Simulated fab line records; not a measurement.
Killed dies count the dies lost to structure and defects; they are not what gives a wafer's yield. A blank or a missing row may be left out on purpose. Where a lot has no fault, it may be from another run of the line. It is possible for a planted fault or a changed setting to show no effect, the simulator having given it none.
A lot that was struck, set against a sound lot | flow nand-harc | 14 steps out of a route of 1302
Sound: these wafers, L913.3, L913.4, L913.6. Wafers struck: L924.2, L924.4, L924.5. The cause comes at the end.
Order at every step that has rows: each side's tool, ch and its chambers, its first start. Under that, the readings that differ: sound wafers | struck wafers | difference of the means | sigmas: that difference in standard deviations of wafers without a fault.
alike: readings with means less than 2 such deviations apart, plus words and numbers identical on both sides. not compared: withheld readings, readings lacking a value on some wafer, bounds such as >300 that could conceal the same value, and numbers that have no deviation in the record and whose values overlap.
Wherever a step has rows on one side only, a row that says differs or no value, or a row with sigmas, the two part there. When numbers do not overlap yet have no deviation, they are printed without sigmas and do not part them. Lack of a reading on every wafer of one side parts them only where that side has two or more wafers.

NHARC_A_ONON_D2_THK_MEAS_14: measures by ellipsometry.
  struck on film-metro-01, day 17 17:06; sound on film-metro-01, day 13 13:00
  alike: thk-nm
then, 2 steps without rows for these wafers: NHARC_A_ONON_D2_ANNEAL_15 (time 3600 s); NHARC_A_ONON_D2_DEP_16 (target thk 1000 nm).
NHARC_A_ONON_D2_THK_MEAS_18: measures by ellipsometry.
  struck on film-metro-02, day 18 03:55; sound on film-metro-02, day 13 20:43
  alike: thk-nm
then, no rows for these wafers at 1 step: NHARC_A_ONON_D2_DEP_19 (target thk 1000 nm).
NHARC_A_ONON_D2_THK_MEAS_21: measures by ellipsometry.
  struck on film-metro-01, day 18 04:29; sound on film-metro-01, day 13 21:16
  alike: thk-nm
then, no rows for these wafers at 1 step: NHARC_A_ONON_D2_DEP_22 (target thk 1000 nm).
NHARC_A_ONON_D2_THK_MEAS_24: measures by ellipsometry.
  struck on film-metro-02, day 18 05:03; sound on film-metro-02, day 13 21:50
  alike: thk-nm
then, no rows for these wafers at 1 step: NHARC_A_ONON_D2_DEP_25 (target thk 1000 nm).
NHARC_A_ONON_D2_THK_MEAS_27: measures by ellipsometry.
  struck on film-metro-02, day 18 05:37; sound on film-metro-02, day 13 22:25
  alike: thk-nm
then, no rows for these wafers at 1 step: NHARC_A_ONON_D2_DEP_28 (target thk 1000 nm).
NHARC_A_ONON_D2_THK_MEAS_30: measures by ellipsometry.
  struck on film-metro-02, day 18 06:11; sound on film-metro-02, day 13 22:58
  reading     | sound       | struck         | difference | sigmas
  thk-nm (nm) | 984 982 984 | 1008 1007 1008 | +24        | +3
NHARC_A_ONON_D2_DEP_33: deposits SiO2, target thk 200 nm.
  sound on pecvd-02 ch 0,1, day 13 23:10; struck on pecvd-02 ch 0,1,2, day 18 06:14
  reading                   | sound             | struck            | difference | sigmas
  mfc-precursor-sccm (sccm) | 161.3 161.1 162.2 | 155.1 156.1 155.8 | -5.9       | -13
  alike: heater-power-w, throttle-valve-pct
NHARC_A_ONON_D2_THK_MEAS_34: measures by ellipsometry.
  struck on film-metro-01, day 18 06:40; sound on film-metro-01, day 13 23:35
  reading     | sound       | struck      | difference | sigmas
  thk-nm (nm) | 201 195 200 | 189 189 188 | -10        | -3

## WHERE THEY PART
First at NHARC_A_ONON_D2_THK_MEAS_30; last, within this record, at NHARC_A_ONON_D2_THK_MEAS_34.

WHY: whatever the simulator had introduced
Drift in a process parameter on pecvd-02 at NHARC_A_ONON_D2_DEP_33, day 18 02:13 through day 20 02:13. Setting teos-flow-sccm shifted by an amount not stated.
